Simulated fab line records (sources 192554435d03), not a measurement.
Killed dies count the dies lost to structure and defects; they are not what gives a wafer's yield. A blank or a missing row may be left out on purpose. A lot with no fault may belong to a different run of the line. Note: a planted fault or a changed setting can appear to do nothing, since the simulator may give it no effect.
Matching of chambers / flow n5-finfet / N5_BEOL_M7_CMP_52 on cmp-01: 4 sister chambers
The step polishes, stops on SiCOH lowk, t overpolish 6.9 s, target thk 80 nm. 7 wafers are shown with their chamber, then 8 later ones without.

== WAFERS WITH THEIR CHAMBER ==
wafer=L074.2; chamber=2; barrier-field-endpoint-s (s)=26.9; time-to-endpoint-s (s)=56
wafer=L089.4; chamber=3; barrier-field-endpoint-s (s)=28.2; time-to-endpoint-s (s)=60
wafer=L089.5; chamber=2; barrier-field-endpoint-s (s)=27.0; time-to-endpoint-s (s)=55
wafer=L091.2; chamber=0; barrier-field-endpoint-s (s)=28.1; time-to-endpoint-s (s)=60
wafer=L091.3; chamber=1; barrier-field-endpoint-s (s)=29.9; time-to-endpoint-s (s)=70
wafer=L091.4; chamber=3; barrier-field-endpoint-s (s)=28.2; time-to-endpoint-s (s)=62
wafer=L092.2; chamber=1; barrier-field-endpoint-s (s)=30.0; time-to-endpoint-s (s)=69

== WAFERS MISSING THEIR CHAMBER ==
wafer=L092.5; barrier-field-endpoint-s (s)=29.0; time-to-endpoint-s (s)=59
wafer=L092.6; barrier-field-endpoint-s (s)=29.3; time-to-endpoint-s (s)=62
wafer=L095.1; barrier-field-endpoint-s (s)=29.8; time-to-endpoint-s (s)=60
wafer=L095.3; barrier-field-endpoint-s (s)=30.5; time-to-endpoint-s (s)=73
wafer=L095.4; barrier-field-endpoint-s (s)=28.6; time-to-endpoint-s (s)=63
wafer=L097.2; barrier-field-endpoint-s (s)=27.9; time-to-endpoint-s (s)=57
wafer=L097.5; barrier-field-endpoint-s (s)=28.9; time-to-endpoint-s (s)=63
wafer=L097.6; barrier-field-endpoint-s (s)=28.7; time-to-endpoint-s (s)=61

== WHICH CHAMBER EACH WENT THROUGH ==
wafer=L092.5; from the rows above=can't be placed: 3 or 0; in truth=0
wafer=L092.6; from the rows above=1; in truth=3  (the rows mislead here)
wafer=L095.1; from the rows above=1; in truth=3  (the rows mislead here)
wafer=L095.3; from the rows above=1; in truth=1
wafer=L095.4; from the rows above=can't be placed: 3 or 0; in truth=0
wafer=L097.2; from the rows above=can't be placed: 0 or 3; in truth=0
wafer=L097.5; from the rows above=can't be placed: 3 or 0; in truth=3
wafer=L097.6; from the rows above=can't be placed: 3 or 0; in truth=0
Correct placement for 1 of the 8. Not placeable from these rows: 5 (in 5, the candidates include the true chamber). Placed wrongly: 2.
How it was worked out, from the rows above alone: a wafer's distance from a chamber is the root of the sum, over the readings, of the square of ((its reading less the chamber's mean) divided by the reading's scatter). The wafer belongs to the nearest chamber; if the next one is less than 2 further off, it can't be placed. The mean given for a chamber averages the wafers shown for that chamber. The scatter: the root of (the sum of the squares of (reading less its chamber's mean) over the shown wafers, divided by (wafers less chambers)).
